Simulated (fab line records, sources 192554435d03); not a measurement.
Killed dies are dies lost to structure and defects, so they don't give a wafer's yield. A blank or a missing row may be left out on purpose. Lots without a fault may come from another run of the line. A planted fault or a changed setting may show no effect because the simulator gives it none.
Chamber matching | flow n5_finfet | N5_DUMMY_REMOVAL_HM_STRIP_01 on rie_diel-05: 4 sister chambers
The step strips SiNx in CH3F/O2, stops on poly-Si, target depth 4 nm, time 6.8 s. 4 wafers are shown with their chamber, then 9 later ones without.

WAFERS WITH THEIR CHAMBER
wafer  | chamber | drypump_motor_current_A (A)
L086.3 | 3       | 5.2
L087.2 | 1       | 5.7
L087.3 | 0       | 6.0
L087.4 | 2       | 6.8

WAFERS WITHOUT THEIR CHAMBER
wafer  | drypump_motor_current_A (A)
L088.1 | 6.7
L088.3 | 5.9
L088.5 | 6.7
L091.2 | 5.2
L091.4 | 5.7
L091.5 | 5.7
L093.1 | 6.8
L093.2 | 5.2
L093.4 | 5.7

WHICH CHAMBER EACH WENT THROUGH
wafer  | from the rows above     | in truth
L088.1 | 2                       | 2
L088.3 | can't be placed: 0 or 1 | 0
L088.5 | 2                       | 2
L091.2 | 3                       | 3
L091.4 | 1                       | 1
L091.5 | 1                       | 1
L093.1 | 2                       | 2
L093.2 | 3                       | 3
L093.4 | 1                       | 1
Placed correctly: 8 of 9. Can't be placed from these rows: 1 (the true chamber is among the candidates in 1). Placed wrongly: 0.
How it was worked out, from the rows above alone: a wafer's distance from a chamber is the root of the sum, over the readings, of the square of ((its reading less the chamber's mean) divided by the reading's scatter). The wafer belongs to the nearest chamber; if the next one is less than 2 further off, it can't be placed. A chamber's mean is the mean of its shown wafers. The scatter: with one shown wafer a chamber, the root of the mean of the squares of how far each hidden wafer lies from its nearest shown one.
